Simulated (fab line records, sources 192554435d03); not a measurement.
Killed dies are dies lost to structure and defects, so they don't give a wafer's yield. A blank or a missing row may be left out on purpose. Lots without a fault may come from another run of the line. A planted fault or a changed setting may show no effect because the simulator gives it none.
Problem report in the 8D (eight disciplines) form, filled by code | flow n5_finfet | the parts of the form that need people (team, actions taken, sign-off) are left out

1. THE PROBLEM
killed_at_front_end at N5_PASSIVATION_PROBE_49 reads a mean of 164 on 6 wafers of 2 lots; wafers without a fault read 38 with a standard deviation of 12. That is +11 standard deviations from the usual mean.
First seen on wafer L909.1, day 16 19:49, on prober-01. The record holds 13 wafers of 5 lots with a number at this step. Rule for "out", or "out of limits": more than 4 standard deviations from the usual mean. The other wafers with a number count as sound.

2. WHAT IT IS AND WHAT IT IS NOT
question                    | is                     | is not
which readings at this step | killed_at_front_end    | killed_at_M0_to_M3, killed_at_M4_up, killed_at_contacts, killed_at_other, killed_open, killed_short
which lots                  | L909, L911             | L893, L897, L915
which wafers of those lots  | all that have a number | -
read on which tools         | prober-01              | prober-02
when                        | from day 16 19:49      | up to then (4 sound wafers); but 3 sound wafers of L915 came after

3. SUSPECTS, AND WHAT RULES EACH OUT
Counting: a tool at a process step up to the reading stays a suspect if it ran every lot that is out and no sound lot after the first of them.
- wet_bench-03 at N5_DUMMY_GATE_PRECLEAN_00 (cleans in O3/DIW, time 60 s): kept. It ran every lot that is out, first L909 (day 6 13:32), and no sound lot after that; its last sound lot up to then is L897 (day 3 13:13).
- pvd_sputter-02 at N5_BEOL_M15_SPUTTER_44 (material Ta, target thk 15 nm, time 24.19 s): kept. It ran every lot that is out, first L909 (day 16 00:46), and no sound lot after that; its last sound lot up to then is L893 (day 12 08:49).
- pvd_sputter-01 at N5_MIM_TOP_DEGAS_04 (time 60 s): ruled out as a lasting fault. Sound lots L915 ran on it after its first lot that is out, L909 (day 16 05:46).
- prober-01 at N5_PASSIVATION_PROBE_49: kept. It ran every lot that is out, first L909 (day 16 19:49), and no sound lot after that; its last sound lot up to then is L897 (day 13 17:20). Its own readings are out on those wafers: killed_at_front_end.
Left after counting: wet_bench-03 at N5_DUMMY_GATE_PRECLEAN_00, pvd_sputter-02 at N5_BEOL_M15_SPUTTER_44, prober-01 at N5_PASSIVATION_PROBE_49.

4. THE CAUSE (what the simulator had put in)
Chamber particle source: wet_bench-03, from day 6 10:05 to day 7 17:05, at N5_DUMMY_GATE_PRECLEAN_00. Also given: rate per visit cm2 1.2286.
Counting left 3 suspects, and this tool is among them.

5. THE CHAIN OF EFFECTS, in route order
Each row: a reading whose mean over the struck wafers that have a number lies more than 3 standard deviations from the usual. Only readings for which the record gives a usual standard deviation are gone through. hours: the time from each lot's start at the first step in this table that gives one to its start at this step, as a median over the lots. sigmas: the change in usual standard deviations.
hours | step                    | reading             | usual | on struck wafers | change | sigmas
0     | N5_PASSIVATION_PROBE_49 | killed_at_front_end | 38    | 164              | +126   | +11
0     | N5_PASSIVATION_PROBE_49 | killed_dies         | 103   | 223              | +120   | +7.0
The process steps in it:
- N5_PASSIVATION_PROBE_49

6. WHAT WOULD HAVE CAUGHT IT SOONER
In this record the first reading out of limits was taken at day 16 19:49, 250 hours after the fault began at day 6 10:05.
All the lots that are out (2) had begun N5_DUMMY_GATE_PRECLEAN_00 on wet_bench-03 by day 16 19:49. A hold on the tool at that time would have spared none of them.
